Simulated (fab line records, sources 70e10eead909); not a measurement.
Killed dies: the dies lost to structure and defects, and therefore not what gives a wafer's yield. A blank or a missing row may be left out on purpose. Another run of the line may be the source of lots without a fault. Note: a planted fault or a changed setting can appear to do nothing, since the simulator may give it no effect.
The tool behind it: which one? || flow nand_harc || 12 lots, 36 wafers sampled, at 6 steps of a route of 1302

WHAT THE GAUGES SHOWED, per wafer
NHARC_A_ONON_D1_THK_MEAS_11: measures by ellipsometry.
{"lot": "L186", "measured": "day 7 19:07", "on": "film_metro-02", "thk_nm (nm)": "1005 1005 1004"}
{"lot": "L190", "measured": "day 9 14:20", "on": "film_metro-01", "thk_nm (nm)": "991 992 991"}
{"lot": "L192", "measured": "day 10 14:02", "on": "film_metro-01", "thk_nm (nm)": "1044 1010 1009"}
{"lot": "L194", "measured": "day 11 13:10", "on": "film_metro-02", "thk_nm (nm)": "1040 1007 1008"}
{"lot": "L201", "measured": "day 14 01:01", "on": "film_metro-01", "thk_nm (nm)": "1002 1001 1004"}
{"lot": "L202", "measured": "day 14 04:56", "on": "film_metro-01", "thk_nm (nm)": "1002 1002 1005"}
{"lot": "L203", "measured": "day 14 16:51", "on": "film_metro-01", "thk_nm (nm)": "984 984 985"}
{"lot": "L204", "measured": "day 15 09:02", "on": "film_metro-01", "thk_nm (nm)": "984 984 984"}
{"lot": "L205", "measured": "day 15 23:04", "on": "film_metro-02", "thk_nm (nm)": "995 997 995"}
{"lot": "L206", "measured": "day 15 23:04", "on": "film_metro-01", "thk_nm (nm)": "1002 1001 1000"}
{"lot": "L209", "measured": "day 17 07:29", "on": "film_metro-02", "thk_nm (nm)": "982 984 983"}
{"lot": "L208", "measured": "day 17 07:30", "on": "film_metro-01", "thk_nm (nm)": "1019 1019 1018"}

NHARC_A_ONON_D1_THK_MEAS_30: measures by ellipsometry.
{"lot": "L186", "measured": "day 8 05:44", "on": "film_metro-01", "thk_nm (nm)": "998 999 1000"}
{"lot": "L190", "measured": "day 10 00:58", "on": "film_metro-01", "thk_nm (nm)": "1004 1006 1006"}
{"lot": "L192", "measured": "day 11 00:29", "on": "film_metro-02", "thk_nm (nm)": "979 978 977"}
{"lot": "L194", "measured": "day 11 23:36", "on": "film_metro-02", "thk_nm (nm)": "1006 1006 1003"}
{"lot": "L201", "measured": "day 14 14:09", "on": "film_metro-02", "thk_nm (nm)": "1003 1002 1001"}
{"lot": "L202", "measured": "day 14 14:11", "on": "film_metro-01", "thk_nm (nm)": "989 991 992"}
{"lot": "L203", "measured": "day 15 03:27", "on": "film_metro-01", "thk_nm (nm)": "1001 1000 1003"}
{"lot": "L204", "measured": "day 15 19:39", "on": "film_metro-01", "thk_nm (nm)": "992 993 992"}
{"lot": "L205", "measured": "day 16 11:32", "on": "film_metro-01", "thk_nm (nm)": "994 993 994"}
{"lot": "L206", "measured": "day 16 11:33", "on": "film_metro-02", "thk_nm (nm)": "1002 1002 1002"}
{"lot": "L209", "measured": "day 17 18:20", "on": "film_metro-01", "thk_nm (nm)": "993 993 995"}
{"lot": "L208", "measured": "day 17 18:20", "on": "film_metro-01", "thk_nm (nm)": "993 992 994"}

NHARC_A_ONON_D1_THK_MEAS_34: measures by ellipsometry.
{"lot": "L186", "measured": "day 8 06:22", "on": "film_metro-01", "thk_nm (nm)": "202.5 201.2 201.8"}
{"lot": "L190", "measured": "day 10 01:26", "on": "film_metro-01", "thk_nm (nm)": "194.9 195.9 199.3"}
{"lot": "L192", "measured": "day 11 00:58", "on": "film_metro-02", "thk_nm (nm)": "195.2 197.0 198.0"}
{"lot": "L194", "measured": "day 12 00:05", "on": "film_metro-02", "thk_nm (nm)": "201.7 200.6 204.2"}
{"lot": "L201", "measured": "day 14 14:38", "on": "film_metro-02", "thk_nm (nm)": "199.1 202.6 204.7"}
{"lot": "L202", "measured": "day 14 14:40", "on": "film_metro-01", "thk_nm (nm)": "197.0 197.8 202.9"}
{"lot": "L203", "measured": "day 15 03:59", "on": "film_metro-01", "thk_nm (nm)": "201.1 203.7 201.2"}
{"lot": "L204", "measured": "day 15 20:07", "on": "film_metro-01", "thk_nm (nm)": "201.4 201.7 207.6"}
{"lot": "L205", "measured": "day 16 12:12", "on": "film_metro-01", "thk_nm (nm)": "198.4 195.8 202.2"}
{"lot": "L206", "measured": "day 16 12:12", "on": "film_metro-02", "thk_nm (nm)": "198.7 198.0 198.4"}
{"lot": "L209", "measured": "day 17 18:49", "on": "film_metro-02", "thk_nm (nm)": "195.8 196.3 203.4"}
{"lot": "L208", "measured": "day 17 18:49", "on": "film_metro-01", "thk_nm (nm)": "199.1 201.2 202.8"}

NHARC_END_SORT_01.
{"lot": "L192", "measured": "day 27 11:08", "on": "prober-02", "killed_at_array": "82 50 40", "killed_at_other": "1 0 3", "killed_at_periphery": "2 2 1", "killed_dies": "85 52 44", "killed_open": "4 6 4", "killed_short": "1 2 2"}
{"lot": "L194", "measured": "day 27 23:43", "on": "prober-01", "killed_at_array": "60 40 43", "killed_at_other": "2 3 1", "killed_at_periphery": "2 3 4", "killed_dies": "64 46 48", "killed_open": "5 6 2", "killed_short": "3 4 3"}

WHAT TOOL EACH LOT RAN ON (gives the tool, then ch and the chambers of the sampled wafers, and finally the start)
{"lot": "L186", "NHARC_A_ZERO_WELL_DESCUM_12": "rie_diel-04 ch 0,2,3, day 6 16:22", "NHARC_A_ONON_D1_DEP_09": "pecvd_onon-04 ch 0, day 7 18:41"}
{"lot": "L190", "NHARC_A_ZERO_WELL_DESCUM_12": "rie_diel-03 ch 1,2, day 8 14:48", "NHARC_A_ONON_D1_DEP_09": "pecvd_onon-04 ch 0, day 9 13:50"}
{"lot": "L192", "NHARC_A_ZERO_WELL_DESCUM_12": "rie_diel-08 ch 0,1,2, day 9 10:37", "NHARC_A_ONON_D1_DEP_09": "pecvd_onon-01 ch 0, day 10 13:31"}
{"lot": "L194", "NHARC_A_ZERO_WELL_DESCUM_12": "rie_diel-03 ch 0,3, day 10 12:20", "NHARC_A_ONON_D1_DEP_09": "pecvd_onon-01 ch 0, day 11 12:39"}
{"lot": "L201", "NHARC_A_ZERO_WELL_DESCUM_12": "rie_diel-04 ch 0,2, day 13 00:57", "NHARC_A_ONON_D1_DEP_09": "pecvd_onon-02 ch 0, day 14 00:30"}
{"lot": "L202", "NHARC_A_ZERO_WELL_DESCUM_12": "rie_diel-04 ch 0,3, day 13 04:36", "NHARC_A_ONON_D1_DEP_09": "pecvd_onon-02 ch 0, day 14 04:25"}
{"lot": "L203", "NHARC_A_ZERO_WELL_DESCUM_12": "rie_diel-03 ch 0,1,2, day 13 16:50", "NHARC_A_ONON_D1_DEP_09": "pecvd_onon-04 ch 0, day 14 16:24"}
{"lot": "L204", "NHARC_A_ZERO_WELL_DESCUM_12": "rie_diel-03 ch 1,3, day 14 05:53", "NHARC_A_ONON_D1_DEP_09": "pecvd_onon-01 ch 0, day 15 08:32"}
{"lot": "L205", "NHARC_A_ZERO_WELL_DESCUM_12": "rie_diel-03 ch 0,1,2, day 14 23:35", "NHARC_A_ONON_D1_DEP_09": "pecvd_onon-02 ch 0, day 15 22:33"}
{"lot": "L206", "NHARC_A_ZERO_WELL_DESCUM_12": "rie_diel-03 ch 0,1,3, day 15 00:50", "NHARC_A_ONON_D1_DEP_09": "pecvd_onon-04 ch 0, day 15 22:34"}
{"lot": "L209", "NHARC_A_ZERO_WELL_DESCUM_12": "rie_diel-03 ch 0,1,2, day 16 07:23", "NHARC_A_ONON_D1_DEP_09": "pecvd_onon-01 ch 0, day 17 06:59"}
{"lot": "L208", "NHARC_A_ZERO_WELL_DESCUM_12": "rie_diel-03 ch 0,1,3, day 16 08:09", "NHARC_A_ONON_D1_DEP_09": "pecvd_onon-04 ch 0, day 17 07:02"}
- NHARC_A_ZERO_WELL_DESCUM_12: chemistry O2, time 3 s.
- NHARC_A_ONON_D1_DEP_09: target thk 1000 nm.

AS READ BY THE TOOLS THEMSELVES (means over the sampled wafers that have a number; for cases with no such wafer, the mark the record gives instead)
NHARC_A_ZERO_WELL_DESCUM_12.
{"lot": "L186", "tool": "rie_diel-04", "drypump_motor_current_A (A)": 5.6, "mfc_ar_sccm (sccm)": 0.002, "oes_product_au (a.u.)": 0.992, "rf_vpp_V (V)": 58.1, "showerhead_plenum_p_Torr (Torr)": 1.90, "throttle_valve_pct (%)": 11.313}
{"lot": "L190", "tool": "rie_diel-03", "drypump_motor_current_A (A)": 6.1, "mfc_ar_sccm (sccm)": 0.012, "oes_product_au (a.u.)": 0.994, "rf_vpp_V (V)": 57.5, "showerhead_plenum_p_Torr (Torr)": 1.90, "throttle_valve_pct (%)": 11.317}
{"lot": "L192", "tool": "rie_diel-08", "drypump_motor_current_A (A)": 5.6, "mfc_ar_sccm (sccm)": 0.007, "oes_product_au (a.u.)": 0.993, "rf_vpp_V (V)": 57.9, "showerhead_plenum_p_Torr (Torr)": 1.94, "throttle_valve_pct (%)": 11.311}
{"lot": "L194", "tool": "rie_diel-03", "drypump_motor_current_A (A)": 5.6, "mfc_ar_sccm (sccm)": 0.003, "oes_product_au (a.u.)": 1.001, "rf_vpp_V (V)": 57.4, "showerhead_plenum_p_Torr (Torr)": 1.91, "throttle_valve_pct (%)": 11.316}
{"lot": "L201", "tool": "rie_diel-04", "drypump_motor_current_A (A)": 5.1, "mfc_ar_sccm (sccm)": 0.002, "oes_product_au (a.u.)": 0.999, "rf_vpp_V (V)": 58.2, "showerhead_plenum_p_Torr (Torr)": 1.98, "throttle_valve_pct (%)": 11.308}
{"lot": "L202", "tool": "rie_diel-04", "drypump_motor_current_A (A)": 5.4, "mfc_ar_sccm (sccm)": 0.000, "oes_product_au (a.u.)": 0.994, "rf_vpp_V (V)": 58.0, "showerhead_plenum_p_Torr (Torr)": 1.95, "throttle_valve_pct (%)": 11.320}
{"lot": "L203", "tool": "rie_diel-03", "drypump_motor_current_A (A)": 6.0, "mfc_ar_sccm (sccm)": 0.015, "oes_product_au (a.u.)": 1.004, "rf_vpp_V (V)": 58.4, "showerhead_plenum_p_Torr (Torr)": 1.88, "throttle_valve_pct (%)": 11.299}
{"lot": "L204", "tool": "rie_diel-03", "drypump_motor_current_A (A)": 5.7, "mfc_ar_sccm (sccm)": 0.000, "oes_product_au (a.u.)": 1.003, "rf_vpp_V (V)": 58.1, "showerhead_plenum_p_Torr (Torr)": 1.93, "throttle_valve_pct (%)": 11.309}
{"lot": "L205", "tool": "rie_diel-03", "drypump_motor_current_A (A)": 6.0, "mfc_ar_sccm (sccm)": 0.015, "oes_product_au (a.u.)": 1.002, "rf_vpp_V (V)": 58.4, "showerhead_plenum_p_Torr (Torr)": 1.88, "throttle_valve_pct (%)": 11.300}
{"lot": "L206", "tool": "rie_diel-03", "drypump_motor_current_A (A)": 5.8, "mfc_ar_sccm (sccm)": 0.003, "oes_product_au (a.u.)": 1.004, "rf_vpp_V (V)": 57.8, "showerhead_plenum_p_Torr (Torr)": 1.87, "throttle_valve_pct (%)": 11.313}
{"lot": "L209", "tool": "rie_diel-03", "drypump_motor_current_A (A)": 6.0, "mfc_ar_sccm (sccm)": 0.015, "oes_product_au (a.u.)": 1.005, "rf_vpp_V (V)": 57.6, "showerhead_plenum_p_Torr (Torr)": 1.88, "throttle_valve_pct (%)": 11.315}
{"lot": "L208", "tool": "rie_diel-03", "drypump_motor_current_A (A)": 5.8, "mfc_ar_sccm (sccm)": 0.003, "oes_product_au (a.u.)": 1.006, "rf_vpp_V (V)": 58.4, "showerhead_plenum_p_Torr (Torr)": 1.87, "throttle_valve_pct (%)": 11.307}

NHARC_A_ONON_D1_DEP_09.
{"lot": "L186", "tool": "pecvd_onon-04", "n2_flow_sccm (sccm)": 2765}
{"lot": "L190", "tool": "pecvd_onon-04", "n2_flow_sccm (sccm)": 2748}
{"lot": "L192", "tool": "pecvd_onon-01", "n2_flow_sccm (sccm)": 2753}
{"lot": "L194", "tool": "pecvd_onon-01", "n2_flow_sccm (sccm)": 2763}
{"lot": "L201", "tool": "pecvd_onon-02", "n2_flow_sccm (sccm)": 2731}
{"lot": "L202", "tool": "pecvd_onon-02", "n2_flow_sccm (sccm)": 2756}
{"lot": "L203", "tool": "pecvd_onon-04", "n2_flow_sccm (sccm)": 2762}
{"lot": "L204", "tool": "pecvd_onon-01", "n2_flow_sccm (sccm)": 2753}
{"lot": "L205", "tool": "pecvd_onon-02", "n2_flow_sccm (sccm)": 2756}
{"lot": "L206", "tool": "pecvd_onon-04", "n2_flow_sccm (sccm)": 2755}
{"lot": "L209", "tool": "pecvd_onon-01", "n2_flow_sccm (sccm)": 2744}
{"lot": "L208", "tool": "pecvd_onon-04", "n2_flow_sccm (sccm)": 2745}

THE ANSWER, worked out from the rows above alone
Rule: what is usual is taken from the lots themselves. Put in order of their means at a reading, lots are off if they are a third of the lots or fewer, leave a main group of 4 or more, and stand apart from it by a gap of 3 or more times the standard deviation of the main group's means; of several such gaps the widest counts. The tables above print the reading to a certain number of digits; a main group whose means all agree to those digits is not used. A lot without any number at a reading at which 4 lots or more have one is off too. All remaining lots with rows at the step are treated as sound. The gauges are gone through in route order, then the tools' own readings, and for those a lot's mean is taken as printed above. The first step at which some lot is off is used, and at that step the reading that is off furthest; a lot without a number counts as furthest.
None of the lots is off at any reading shown; this tells nothing.

WHAT THE SIMULATOR PUT IN
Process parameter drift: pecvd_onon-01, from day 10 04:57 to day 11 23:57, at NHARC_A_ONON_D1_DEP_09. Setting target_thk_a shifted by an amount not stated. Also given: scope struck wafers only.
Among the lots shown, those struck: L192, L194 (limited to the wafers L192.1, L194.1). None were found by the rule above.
